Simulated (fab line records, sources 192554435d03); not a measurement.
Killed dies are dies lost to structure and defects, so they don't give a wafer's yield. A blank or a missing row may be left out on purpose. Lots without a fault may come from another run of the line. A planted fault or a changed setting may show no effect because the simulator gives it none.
A struck lot beside a sound one | flow n5_finfet | 38 steps out of a route of 1938
Sound: wafers L152.1, L152.2, L152.5. Struck: wafer L141.4. (L141.6 of the same lot was not struck and is left out.) The cause comes at the end.
At each step with rows: each side's tool, then ch and its chambers, then its first start. Under that, the readings that differ: sound wafers | struck wafers | difference of the means | sigmas: that difference in standard deviations of wafers without a fault.
alike: readings whose means differ by less than 2 such deviations, and words and numbers that are the same on both sides. not compared: withheld readings, readings that some wafer has no value for, bounds like >300 that may hide the same value, and numbers for which the record gives no deviation and whose values overlap.
The two part at a step that has a row with sigmas, a row that says differs or no value, or rows on one side only. Numbers that don't overlap but have no deviation are shown without sigmas and don't part them. A reading that every wafer of one side lacks parts them only if that side has two wafers or more.

first, 10 steps without rows for these wafers: N5_MOL_CONTACT_COAG_DESCUM_88 (chemistry O2, time 7 s); N5_MOL_CONTACT_COAG_ETCH_89 (etches underlayer in N2/H2, target depth 13 nm, time 10.4 s); N5_MOL_CONTACT_COAG_ETCH_90 (etches SiARC in CF4, target depth 13 nm, time 21.7 s); N5_MOL_CONTACT_COAG_ALD_131 (deposits SiO2, target thk 5 nm, pulse time 1 s, co reactant pulse time 1 s); N5_MOL_CONTACT_COAG_ETCHBACK_132 (etches SiO2 in CHF3, target depth 10 nm, time 6.7 s); N5_MOL_CONTACT_COAG_ETCH_91 (etches SOC in N2/H2, target depth 60 nm, overetch 21 nm, time 101.2 s); N5_MOL_CONTACT_COAG_STRIP_92 (strips in N2/H2); N5_MOL_CONTACT_COAG_STRIP_93 (strips in N2/H2); N5_MOL_CONTACT_COAG_ETCHBACK_135 (etches SiO2 in CHF3, target depth 25 nm, time 16.7 s); N5_MOL_CONTACT_COAG_STRIP_118 (strips in CHF3).
N5_MOL_CONTACT_COAG_VIA_ETCH_46: etches SiO2 in C4F6/O2, target depth 46 nm, overetch 9.2 nm, time 40 s.
  sound on rie_diel-05 ch 0,2,3, day 10 14:19; struck on rie_diel-05 ch 2, day 7 22:47
  reading                                           | sound          | struck | difference | sigmas
  model.SOC_of_MOL_CONTACT_COAG_COAT_75.thk_nm (nm) | 50.8 50.8 50.8 | 51.8   | +1.0       |
  alike: drypump_motor_current_A, oes_ar_750_au, oes_product_au, rf_vpp_V, showerhead_plenum_p_Torr, throttle_valve_pct
  not compared: rf_hours_counter_h
then, 25 steps without rows for these wafers: N5_MOL_CONTACT_COAG_STRIP_96 (strips in N2/H2); N5_MOL_CONTACT_COAG_ETCH_47 (etches SiNx in CH3F/O2, stops on W, target depth 27 nm); N5_MOL_CONTACT_COAG_STRIP_119 (strips in N2/H2, time 30 s); N5_MOL_CONTACT_COAG_PRECLEAN_144 (cleans in alkaline clean, time 60 s); N5_MOL_CONTACT_COAG_SRD_145 (time 30 s); N5_MOL_CONTACT_COAG_COAT_62 (time 60 s, resist thk 60 nm); N5_MOL_CONTACT_COAG_COAT_63 (time 60 s, resist thk 10 nm); N5_MOL_CONTACT_COAG_COAT_64 (time 60 s, resist thk 10 nm); N5_MOL_CONTACT_COAG_COAT_34 (resist thk 40 nm); N5_MOL_CONTACT_COAG_EBR_36; N5_MOL_CONTACT_COAG_SOFTBAKE_35 (time 60 s); N5_MOL_CONTACT_COAG_EXPOSE_37 (exposes mask VD, defocus 0 nm); N5_MOL_CONTACT_COAG_PEB_38 (peb time 60 s); N5_MOL_CONTACT_COAG_DEVELOP_39 (develop time 30 s); N5_MOL_CONTACT_COAG_DESCUM_45 (chemistry O2, time 7 s); N5_MOL_CONTACT_COAG_ETCH_65 (etches underlayer in N2/H2, target depth 13 nm, time 10.4 s); N5_MOL_CONTACT_COAG_ETCH_66 (etches SiARC in CF4, target depth 13 nm, time 21.7 s); N5_MOL_CONTACT_COAG_ALD_133 (deposits SiO2, target thk 5 nm, pulse time 1 s, co reactant pulse time 1 s); N5_MOL_CONTACT_COAG_ETCHBACK_134 (etches SiO2 in CHF3, target depth 10 nm, time 6.7 s); N5_MOL_CONTACT_COAG_ETCH_67 (etches SOC in N2/H2, target depth 60 nm, overetch 21 nm, time 101.2 s); N5_MOL_CONTACT_COAG_STRIP_68 (strips in N2/H2); N5_MOL_CONTACT_COAG_STRIP_69 (strips in N2/H2); N5_MOL_CONTACT_COAG_ETCHBACK_136 (etches SiO2 in CHF3, target depth 25 nm, time 16.7 s); N5_MOL_CONTACT_COAG_STRIP_120 (strips in CHF3); N5_MOL_CONTACT_COAG_VIA_ETCH_117 (etches SiO2 in C4F6/O2, target depth 40 nm, overetch 8 nm, time 26 s).
-- the record jumps here: 7 days lie between the struck wafers' starts before and after (it left off in module MOL_CONTACT_COAG and takes up again in module BEOL_M4, whose first step shown is number 1111 of the route) --
N5_BEOL_M4_RC_MEAS_101:
  sound on prober-01 ch 0, day 17 16:49; struck on prober-01 ch 0, day 14 12:34
  reading       | sound          | struck | difference | sigmas
  DIBL_P (mV/V) | 35.7 35.1 34.6 | 38.0   | +2.9       | +2
  alike: DIBL_N, IOFF_N, IOFF_P, ION_N, ION_P, SS_N, SS_P, VT_N, VT_P
-- the record jumps here: 5 days lie between the struck wafers' starts before and after (it left off in module BEOL_M4 and takes up again in module PASSIVATION, whose first step shown is number 1936 of the route) --
N5_PASSIVATION_PROBE_49:
  sound on prober-01, day 22 07:51; struck on prober-01, day 19 03:11
  reading                  | sound          | struck | difference | sigmas
  defect_limited_yield (%) | 91.8 90.9 90.3 | 82.7   | -8.3       | -7
  killed_at_contacts       | 8 3 7          | 111    | +105       | +16
  killed_dies              | 97 107 114     | 204    | +98        | +7
  sort_bin_5_function (%)  | 4.7 5.7 5.5    | 13.9   | +8.6       | +10
  sort_n_pass              | 1083 1073 1066 | 976    | -98        | -7
  sort_yield_pct (%)       | 91.8 90.9 90.3 | 82.7   | -8.3       | -7
  alike: killed_at_M0_to_M3, killed_at_M4_up, killed_at_front_end, killed_at_other, killed_on_rim, killed_open, killed_short, sort_bin_6_memory

WHERE THEY PART
First at N5_BEOL_M4_RC_MEAS_101; last, within this record, at N5_PASSIVATION_PROBE_49.

WHY: what the simulator had put in
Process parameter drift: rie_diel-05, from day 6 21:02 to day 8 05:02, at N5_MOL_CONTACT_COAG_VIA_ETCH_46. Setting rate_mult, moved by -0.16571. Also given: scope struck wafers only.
